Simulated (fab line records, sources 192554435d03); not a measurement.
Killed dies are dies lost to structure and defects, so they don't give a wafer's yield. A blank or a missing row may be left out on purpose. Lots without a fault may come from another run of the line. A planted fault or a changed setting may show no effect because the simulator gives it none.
Split-lot experiment | flow n5_finfet | 7 lots, 39 wafers read, on a route of 1938 steps

THE SPLIT
At N5_BEOL_M10_ILD_DEP_00 (deposits SiCOH lowk from DEMS/porogen, target thk 308.51 nm, time 58 s), the setting target_thk_a was moved away from the recipe's 3085.1 angstrom on 18 of the 39 wafers read, by -55.4% to +49.5%. The other wafers ran this setting at the recipe's value.

FROM THE SPLIT TO THE READING: what the file shows between them, 1 step
- N5_BEOL_M10_CURE_71: cures SiCOH lowk, time 240 s

THE READING
M10_ILD_THK, in nm, at N5_BEOL_M10_THK_MEAS_01. Fault-free wafers of this fab line usually give 266 nm, standard deviation 4.7 nm.

wafer  | tool, chamber at the split | target_thk_a as run, angstrom | against the recipe | M10_ILD_THK, nm | against lot-mates on the recipe
L080.1 | pecvd-01, 1                | 4415                          | +43.1%             | 375             | +112
L080.2 | pecvd-01, 0                | 3085.1                        | recipe             | 256             | -
L080.3 | pecvd-01, 2                | 4415                          | +43.1%             | 382             | +119
L080.4 | pecvd-01, 0                | 3085.1                        | recipe             | 264             | -
L080.5 | pecvd-01, 2                | 3085.1                        | recipe             | 268             | -
L080.6 | pecvd-01, 1                | 4415                          | +43.1%             | 377             | +114
L083.1 | pecvd-03, 2                | 3085.1                        | recipe             | 262             | -
L083.2 | pecvd-03, 1                | 3085.1                        | recipe             | 270             | -
L083.4 | pecvd-03, 0                | 3085.1                        | recipe             | 273             | -
L087.1 | pecvd-04, 1                | 3085.1                        | recipe             | 263             | -
L087.2 | pecvd-04, 2                | 4612                          | +49.5%             | 404             | +136
L087.3 | pecvd-04, 0                | 3085.1                        | recipe             | 267             | -
L087.4 | pecvd-04, 1                | 4612                          | +49.5%             | 406             | +138
L087.5 | pecvd-04, 0                | 4612                          | +49.5%             | 407             | +139
L087.6 | pecvd-04, 2                | 3085.1                        | recipe             | 273             | -
L089.1 | pecvd-03, 0                | 3085.1                        | recipe             | 261             | -
L089.2 | pecvd-03, 2                | 1377                          | -55.4%             | 114             | -152
L089.3 | pecvd-03, 1                | 3085.1                        | recipe             | 266             | -
L089.4 | pecvd-03, 0                | 3085.1                        | recipe             | 271             | -
L089.5 | pecvd-03, 2                | 1377                          | -55.4%             | 111             | -155
L089.6 | pecvd-03, 1                | 1377                          | -55.4%             | 122             | -144
L088.1 | pecvd-03, 0                | 2339                          | -24.2%             | 197             | -66
L088.2 | pecvd-03, 1                | 2339                          | -24.2%             | 202             | -61
L088.3 | pecvd-03, 2                | 3085.1                        | recipe             | 261             | -
L088.4 | pecvd-03, 2                | 3085.1                        | recipe             | 263             | -
L088.5 | pecvd-03, 0                | 3085.1                        | recipe             | 266             | -
L088.6 | pecvd-03, 1                | 2339                          | -24.2%             | 201             | -62
L092.1 | pecvd-01, 0                | 3085.1                        | recipe             | 261             | -
L092.2 | pecvd-01, 1                | 3085.1                        | recipe             | 258             | -
L092.3 | pecvd-01, 2                | 3657                          | +18.5%             | 311             | +50
L092.4 | pecvd-01, 0                | 3657                          | +18.5%             | 313             | +52
L092.5 | pecvd-01, 1                | 3085.1                        | recipe             | 263             | -
L092.6 | pecvd-01, 2                | 3657                          | +18.5%             | 315             | +54
L093.1 | pecvd-04, 1                | 1713                          | -44.5%             | 143             | -129
L093.2 | pecvd-04, 0                | 1713                          | -44.5%             | 147             | -125
L093.3 | pecvd-04, 2                | 3085.1                        | recipe             | 271             | -
L093.4 | pecvd-04, 1                | 3085.1                        | recipe             | 272             | -
L093.5 | pecvd-04, 0                | 3085.1                        | recipe             | 273             | -
L093.6 | pecvd-04, 2                | 1713                          | -44.5%             | 153             | -119

THE FIT
A straight line over all 39 wafers: M10_ILD_THK changes by +2.7 nm for each +1% of target_thk_a; r = +1.00; the points scatter about the line by 5 nm.
The same after taking each lot's own level away (the mean of its wafers on the recipe; 39 wafers): +2.74 nm for each +1%; r = +1.00; scatter 3.8 nm.
On that fit, the largest move of target_thk_a shifts the reading by 1.5e+02 nm.
The lots' own levels span 260.7 to 272.0 nm, that is 2.4 times the standard deviation above.
So the lot-to-lot level changes the slope little: the two slopes agree.
Check: with one of the wafers moved furthest among these (-55.4%) left out of the fit, the line predicts -151 nm for it against its lot-mates. It came out at -152 nm against them.

THE WHOLE CHAIN: every reading that the file lists as answering this split, in the file's order
step                    | what it does                                                           | reading                                                                                   | change (the file's fit)              | r (the file's)
N5_BEOL_M10_ILD_DEP_00  | deposits SiCOH lowk from DEMS/porogen, target thk 308.51 nm, time 58 s | SiCOH_lowk_of_BEOL_M10_ILD_DEP_00.thk_nm (the simulator's own value, which no gauge read) | +3.11 nm for each +1% of the setting | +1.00
N5_BEOL_M10_CURE_71     | cures SiCOH lowk, time 240 s                                           | SiCOH_lowk_of_BEOL_M10_ILD_DEP_00.thk_nm (the simulator's own value, which no gauge read) | +2.74 nm for each +1% of the setting | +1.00
N5_BEOL_M10_THK_MEAS_01 |                                                                        | M10_ILD_THK                                                                               | +2.74 for each +1% of the setting    | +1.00

THE FILE'S OWN FIT
M10_ILD_THK changes by +2.74 nm for each +1% of target_thk_a, r = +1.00.
